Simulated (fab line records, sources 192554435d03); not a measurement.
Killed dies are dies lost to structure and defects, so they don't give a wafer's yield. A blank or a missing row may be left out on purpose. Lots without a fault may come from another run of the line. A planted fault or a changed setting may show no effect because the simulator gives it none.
Which tool did it? | flow n5_finfet | 11 lots, 33 wafers sampled, at 1 step of a route of 1938

WHAT THE GAUGES READ, wafer by wafer
N5_MOL_CONTACT_COAG_INSPECT_57: inspects for defects (brightfield).
lot  | measured     | on                | raw_defect_count
L075 | day 5 08:26  | defect_inspect-02 | 203 134 197
L079 | day 6 09:38  | defect_inspect-01 | 267 190 307
L081 | day 6 19:22  | defect_inspect-01 | 202 189 172
L083 | day 7 09:52  | defect_inspect-02 | 159 322 249
L085 | day 7 20:24  | defect_inspect-02 | 86 182 114
L087 | day 8 07:02  | defect_inspect-02 | 97 144 155
L089 | day 8 20:33  | defect_inspect-02 | 165 129 142
L091 | day 9 07:41  | defect_inspect-02 | 177 194 143
L093 | day 9 21:52  | defect_inspect-02 | 151 301 125
L095 | day 10 05:23 | defect_inspect-01 | 134 159 109
L097 | day 11 02:34 | defect_inspect-01 | 232 188 163

WHICH TOOL RAN EACH LOT (tool, then ch and the chambers of the sampled wafers, then the start)
The record holds no process step before these readings.

THE ANSWER, worked out from the rows above alone
Rule: what is usual is taken from the lots themselves. Put in order of their means at a reading, lots are off if they are a third of the lots or fewer, leave a main group of 4 or more, and stand apart from it by a gap of 3 or more times the standard deviation of the main group's means; of several such gaps the widest counts. A main group whose means are all the same, to the digits that the tables above print for the reading, isn't used. A lot without any number at a reading at which 4 lots or more have one is off too. The other lots that the step has rows for count as sound.
No lot is off at any reading shown: from this, nothing can be told.

WHAT THE SIMULATOR HAD PUT IN
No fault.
